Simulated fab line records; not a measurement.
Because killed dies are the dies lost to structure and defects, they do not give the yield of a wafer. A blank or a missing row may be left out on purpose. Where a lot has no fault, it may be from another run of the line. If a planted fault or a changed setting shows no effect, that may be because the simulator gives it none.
3 desks, one fault + flow n5_finfet + what lay behind the numbers comes last; until then each desk has only its own

THE DEFECT DESK
What the inspections along the route counted, lot by lot: means of the sampled wafers that have a number. Marked OUT: a lot whose mean sits more than 4 standard deviations from the usual mean, which makes it out of limits; the brackets give that distance.
Columns: A = raw_defect_count at N5_PASSIVATION_INSPECT_64, usual 2.2
| lot  | first seen here | A   |
|------|-----------------|-----|
| L668 | day 12 12:08    | 1.0 |
| L670 | day 12 20:07    | 2.3 |
| L679 | day 15 12:53    | 1.3 |
| L681 | day 15 14:16    | 1.7 |
| L684 | day 16 22:55    | 1.3 |
| L687 | day 18 09:23    | 1.0 |
Result from this desk: across the 6 lots, nothing is out of limits.

AT THE TOOL OWNER'S DESK: pecvd-04
The tool's own readings at N5_PASSIVATION_PECVD_53 (deposits SiO2 from TEOS/O2, target thk 800 nm, time 169.4 s): means of the sampled wafers that have a number, for each lot that ran on this tool. Marked OUT: a lot whose mean sits more than 4 standard deviations from the usual mean, which makes it out of limits; the brackets give that distance.
Columns: A = run_length_s at N5_PASSIVATION_PECVD_53, usual 197.0 s
| lot  | first seen here | A               |
|------|-----------------|-----------------|
| L668 | day 12 14:02    | 183.4 (-19) OUT |
| L670 | day 12 21:16    | 170.1 (-37) OUT |
| L684 | day 17 00:04    | 196.8           |
| L687 | day 18 10:34    | 196.9           |
This desk's finding: out of limits on L668, L670; first on L668, day 12 14:02 (run_length_s at N5_PASSIVATION_PECVD_53). L684, L687: within limits.

THE METROLOGY DESK
What the gauges read, lot by lot, whatever tool the lot ran on: means of the sampled wafers that have a number. Marked OUT: a lot whose mean sits more than 4 standard deviations from the usual mean, which makes it out of limits; the brackets give that distance.
Columns: A = cd_nm at N5_PASSIVATION_CD_MEAS_30, usual 4000.2 nm; B = PAD_OVL at N5_PASSIVATION_OVL_MEAS_63, usual -2 nm
| lot  | first seen here | A      | B  |
|------|-----------------|--------|----|
| L668 | day 12 12:04    | 4004.4 | -7 |
| L670 | day 12 20:04    | 3998.2 | 1  |
| L679 | day 15 12:50    | 3999.3 | -6 |
| L681 | day 15 14:13    | 4002.1 | -3 |
| L684 | day 16 22:52    | 4000.2 | -2 |
| L687 | day 18 09:20    | 4000.6 | 6  |
Result from this desk: across the 6 lots, nothing is out of limits.

ALL TOGETHER
An alarm could have come from the tool owner's desk at day 12 14:02, on L668, L670.
The defect desk saw nothing out of limits.
The metrology desk saw nothing out of limits.
The defect desk has L668, L670 on record, within its limits.
The metrology desk holds a record of L668, L670, inside its limits.
Every lot named ran N5_PASSIVATION_PECVD_53 on pecvd-04.

WHAT THE SIMULATOR HAD INSERTED
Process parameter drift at N5_PASSIVATION_PECVD_53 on pecvd-04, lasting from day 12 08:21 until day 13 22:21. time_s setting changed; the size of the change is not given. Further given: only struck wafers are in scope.
Shown lots that were struck: L668, L670.
How many hours passed from the start of the fault until each desk's first out-of-limits reading: the tool owner's desk, 6.
